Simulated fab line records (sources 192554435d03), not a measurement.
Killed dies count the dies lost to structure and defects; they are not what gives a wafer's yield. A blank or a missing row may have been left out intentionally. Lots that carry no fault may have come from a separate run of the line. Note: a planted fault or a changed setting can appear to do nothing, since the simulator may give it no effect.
3 desks looking at one fault / flow n5Finfet / only its own numbers are on each desk; what lay behind them is given at the end

## THE DEFECT DESK
What the inspections along the route counted, lot by lot: means of the sampled wafers that have a number. Any lot whose mean is over 4 standard deviations away from the usual mean is out of limits and marked OUT; that distance is given in the brackets.
Columns: A = rawDefectCount at N5_BEOL_M13_INSPECT_55, usual 81
lot=L509; first seen here=day 11 00:02; A=52
lot=L511; first seen here=day 11 10:31; A=119
lot=L514; first seen here=day 12 04:32; A=84
lot=L516; first seen here=day 12 06:26; A=61
lot=L515; first seen here=day 12 15:40; A=117
lot=L518; first seen here=day 12 16:14; A=56
lot=L523; first seen here=day 14 04:35; A=54
lot=L527; first seen here=day 15 12:37; A=64
lot=L528; first seen here=day 16 04:45; A=115
lot=L531; first seen here=day 16 15:34; A=75
lot=L530; first seen here=day 16 19:55; A=59
Finding of this desk: none of the 11 lots has anything out of limits.

## THE TOOL OWNER'S DESK: lithoTrack-01
The tool's own readings at N5_BEOL_M14_PEB_08 (peb time 90 s): means of the sampled wafers that have a number, for each lot that ran on this tool. Any lot whose mean is over 4 standard deviations away from the usual mean is out of limits and marked OUT; that distance is given in the brackets.
Columns: A = chillPlateTempC at N5_BEOL_M14_PEB_08, usual 22.99 C; B = heaterPowerTotalW at N5_BEOL_M14_PEB_08, usual 172.4 W; C = plateTempC at N5_BEOL_M14_PEB_08, usual 130.00 C
lot=L509; first seen here=day 11 00:35; A=23.20; B=171.8; C=130.22
lot=L516; first seen here=day 12 06:58; A=23.00; B=172.1; C=129.82
lot=L523; first seen here=day 14 05:07; A=23.01; B=175.5 (+4.2) OUT; C=131.80 (+13) OUT
lot=L527; first seen here=day 15 13:02; A=23.00; B=174.9; C=131.86 (+13) OUT
This desk finds L523, L527 out of limits, L523 being first, at day 14 05:07 (heaterPowerTotalW at N5_BEOL_M14_PEB_08). Within limits: L509, L516.

## AT THE METROLOGY DESK
Means of the sampled wafers that have a number, per lot and without regard to the tool the lot ran on: this is what the gauges read. Any lot whose mean is over 4 standard deviations away from the usual mean is out of limits and marked OUT; that distance is given in the brackets.
Columns: A = cdNm at N5_BEOL_M14_CD_MEAS_10, usual 249.6 nm
lot=L509; first seen here=day 11 00:42; A=251.1
lot=L511; first seen here=day 11 11:02; A=248.0
lot=L514; first seen here=day 12 05:11; A=249.4
lot=L516; first seen here=day 12 07:05; A=250.0
lot=L515; first seen here=day 12 16:13; A=248.7
lot=L518; first seen here=day 12 16:59; A=249.8
lot=L523; first seen here=day 14 05:14; A=258.6 (+5.3) OUT
lot=L527; first seen here=day 15 13:09; A=257.9 (+4.9) OUT
lot=L528; first seen here=day 16 05:17; A=249.0
lot=L531; first seen here=day 16 16:10; A=248.8
lot=L530; first seen here=day 16 20:39; A=247.6
This desk finds L523, L527 out of limits, L523 being first, at day 14 05:14 (cdNm at N5_BEOL_M14_CD_MEAS_10). Within limits: L509, L511, L514, L516, L515, L518, L528, L531, L530.

## TAKEN TOGETHER
The tool owner's desk had the chance to raise an alarm at day 14 05:07 on L523, L527.
The metrology desk could have raised an alarm at day 14 05:14, on L523, L527.
Nothing the defect desk looked at was out of limits.
The defect desk has L523, L527 on record, within its limits.
Of the lots named, all ran N5_BEOL_M14_PEB_08 on lithoTrack-01.

## WHAT THE SIMULATOR HAD PUT IN
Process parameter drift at N5_BEOL_M14_PEB_08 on lithoTrack-01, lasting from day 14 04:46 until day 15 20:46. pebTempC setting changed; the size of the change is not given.
Lots struck among those shown: L523, L527.
Time in hours from fault onset to the first out-of-limits reading at each desk: tool owner's desk 0, metrology desk 0.
